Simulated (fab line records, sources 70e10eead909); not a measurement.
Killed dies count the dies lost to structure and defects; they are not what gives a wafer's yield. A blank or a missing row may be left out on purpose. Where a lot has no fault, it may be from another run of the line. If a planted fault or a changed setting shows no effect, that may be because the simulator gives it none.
Shared-tool check / flow nand-harc / 13 lots and 45 wafers in the sample

## REASON IT WAS OPENED
Flagged at NHARC_A_ONON_D1_THK_MEAS_08: reading thk-nm, on 2 of 13 lots. Wafers without a fault read 999 nm, standard deviation 11.
Rule: flag the lot when none of its wafers has a number, or when each of its wafers that has one lies beyond 4 standard deviations from that mean. As for the other lots, they are considered sound.

lot=L845; measured=day 8 07:30; on=film-metro-01; thk-nm (nm), wafer by wafer=1001 1000 1000; flag=
lot=L844; measured=day 8 07:31; on=film-metro-02; thk-nm (nm), wafer by wafer=1000 1000 1000; flag=
lot=L848; measured=day 9 09:55; on=film-metro-01; thk-nm (nm), wafer by wafer=998 1001 1000; flag=
lot=L849; measured=day 10 02:13; on=film-metro-01; thk-nm (nm), wafer by wafer=1011 1014 1012; flag=
lot=L853; measured=day 11 15:30; on=film-metro-01; thk-nm (nm), wafer by wafer=1016 1016 1014; flag=
lot=L854; measured=day 11 15:31; on=film-metro-02; thk-nm (nm), wafer by wafer=984 983 985; flag=
lot=L855; measured=day 12 07:21; on=film-metro-01; thk-nm (nm), wafer by wafer=1591 1595 1595 1593 1594 1594; flag=FLAGGED
lot=L858; measured=day 13 18:16; on=film-metro-02; thk-nm (nm), wafer by wafer=987 989 989; flag=
lot=L857; measured=day 13 18:19; on=film-metro-02; thk-nm (nm), wafer by wafer=1620 1619 1620 1618 1620 1619; flag=FLAGGED
lot=L864; measured=day 15 23:17; on=film-metro-02; thk-nm (nm), wafer by wafer=999 996 999; flag=
lot=L865; measured=day 16 15:03; on=film-metro-01; thk-nm (nm), wafer by wafer=984 984 982; flag=
lot=L866; measured=day 16 19:43; on=film-metro-01; thk-nm (nm), wafer by wafer=986 984 985; flag=
lot=L867; measured=day 17 05:45; on=film-metro-01; thk-nm (nm), wafer by wafer=1000 998 998; flag=
On average the flagged lots' numbers are 1606 nm, which is +608 nm against the usual, or +55 standard deviations.

## WHICH TOOL EACH LOT WENT THROUGH
The record holds 2 process steps before the reading, out of a route of 1302 steps. Read each cell as the tool, then ch plus the chambers that the sampled wafers visited, then the start.
lot=L845; flag=; NHARC_A_ZERO_WELL_DESCUM_12=rie-diel-09 ch 2,3, day 7 10:00; NHARC_A_ONON_D1_DEP_06=pecvd-onon-04 ch 0, day 8 07:03
lot=L844; flag=; NHARC_A_ZERO_WELL_DESCUM_12=rie-diel-04 ch 0,2, day 7 08:05; NHARC_A_ONON_D1_DEP_06=pecvd-onon-01 ch 0, day 8 07:07
lot=L848; flag=; NHARC_A_ZERO_WELL_DESCUM_12=rie-diel-09 ch 0,1,2, day 8 10:24; NHARC_A_ONON_D1_DEP_06=pecvd-onon-01 ch 0, day 9 09:24
lot=L849; flag=; NHARC_A_ZERO_WELL_DESCUM_12=rie-diel-09 ch 1,2, day 9 00:47; NHARC_A_ONON_D1_DEP_06=pecvd-onon-04 ch 0, day 10 01:46
lot=L853; flag=; NHARC_A_ZERO_WELL_DESCUM_12=rie-diel-01 ch 1,3, day 10 14:13; NHARC_A_ONON_D1_DEP_06=pecvd-onon-01 ch 0, day 11 14:59
lot=L854; flag=; NHARC_A_ZERO_WELL_DESCUM_12=rie-diel-04 ch 1,3, day 10 13:34; NHARC_A_ONON_D1_DEP_06=pecvd-onon-04 ch 0, day 11 15:01
lot=L855; flag=FLAGGED; NHARC_A_ZERO_WELL_DESCUM_12=rie-diel-09 ch 0,1,2, day 11 06:03; NHARC_A_ONON_D1_DEP_06=pecvd-onon-04 ch 0, day 12 06:58
lot=L858; flag=; NHARC_A_ZERO_WELL_DESCUM_12=rie-diel-09 ch 0,2, day 12 18:06; NHARC_A_ONON_D1_DEP_06=pecvd-onon-01 ch 0, day 13 17:46
lot=L857; flag=FLAGGED; NHARC_A_ZERO_WELL_DESCUM_12=rie-diel-01 ch 0,1,2, day 12 20:51; NHARC_A_ONON_D1_DEP_06=pecvd-onon-04 ch 0, day 13 17:49
lot=L864; flag=; NHARC_A_ZERO_WELL_DESCUM_12=rie-diel-04 ch 0,1,3, day 15 00:29; NHARC_A_ONON_D1_DEP_06=pecvd-onon-02 ch 0, day 15 22:46
lot=L865; flag=; NHARC_A_ZERO_WELL_DESCUM_12=rie-diel-09 ch 1,2, day 15 14:56; NHARC_A_ONON_D1_DEP_06=pecvd-onon-01 ch 0, day 16 14:40
lot=L866; flag=; NHARC_A_ZERO_WELL_DESCUM_12=rie-diel-01 ch 2,3, day 15 20:41; NHARC_A_ONON_D1_DEP_06=pecvd-onon-02 ch 0, day 16 19:13
lot=L867; flag=; NHARC_A_ZERO_WELL_DESCUM_12=rie-diel-09 ch 0,1,3, day 16 05:14; NHARC_A_ONON_D1_DEP_06=pecvd-onon-02 ch 0, day 17 05:14
What is done by these steps:
- NHARC_A_ZERO_WELL_DESCUM_12: chemistry O2, time 3 s.
- NHARC_A_ONON_D1_DEP_06: target thk 1000 nm.
- NHARC_A_ONON_D1_THK_MEAS_08: measures by ellipsometry.

## FLAGGED AGAINST TOTAL, ONE TOOL AT A TIME (gauges that did the reading follow at the end)
step=NHARC_A_ZERO_WELL_DESCUM_12; tool=rie-diel-01; lots run=3; flagged=1; share of the flagged lots=some; sound lots run after its first flagged lot=1 (L866)
step=NHARC_A_ZERO_WELL_DESCUM_12; tool=rie-diel-04; lots run=3; flagged=0; share of the flagged lots=none; sound lots run after its first flagged lot=-
step=NHARC_A_ZERO_WELL_DESCUM_12; tool=rie-diel-09; lots run=7; flagged=1; share of the flagged lots=some; sound lots run after its first flagged lot=3 (L858,L865,L867)
step=NHARC_A_ONON_D1_DEP_06; tool=pecvd-onon-01; lots run=5; flagged=0; share of the flagged lots=none; sound lots run after its first flagged lot=-
step=NHARC_A_ONON_D1_DEP_06; tool=pecvd-onon-02; lots run=3; flagged=0; share of the flagged lots=none; sound lots run after its first flagged lot=-
step=NHARC_A_ONON_D1_DEP_06; tool=pecvd-onon-04; lots run=5; flagged=2; share of the flagged lots=all; sound lots run after its first flagged lot=0
step=NHARC_A_ONON_D1_THK_MEAS_08; tool=film-metro-01; lots run=8; flagged=1; share of the flagged lots=some; sound lots run after its first flagged lot=3 (L865,L866,L867)
step=NHARC_A_ONON_D1_THK_MEAS_08; tool=film-metro-02; lots run=5; flagged=1; share of the flagged lots=some; sound lots run after its first flagged lot=1 (L864)

## WHAT IS ALLOWED BY THE TABLE
1 row of the table ran every flagged lot: pecvd-onon-04 at NHARC_A_ONON_D1_DEP_06.
- pecvd-onon-04 at NHARC_A_ONON_D1_DEP_06: 2 of its 5 lots flagged. Its last sound lot is L854 (day 11 15:01), its first flagged lot L855 (day 12 06:58): a fault that began between those two fits.
pecvd-onon-04 at NHARC_A_ONON_D1_DEP_06 is the single tool remaining.

## WHAT THE SIMULATOR HAD INSERTED
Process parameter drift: pecvd-onon-04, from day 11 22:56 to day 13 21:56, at NHARC_A_ONON_D1_DEP_06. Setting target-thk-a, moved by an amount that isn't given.
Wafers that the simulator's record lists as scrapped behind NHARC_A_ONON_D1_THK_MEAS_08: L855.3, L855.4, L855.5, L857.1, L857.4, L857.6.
Struck lots among those shown: L855, L857. This agrees with what the rule above found.
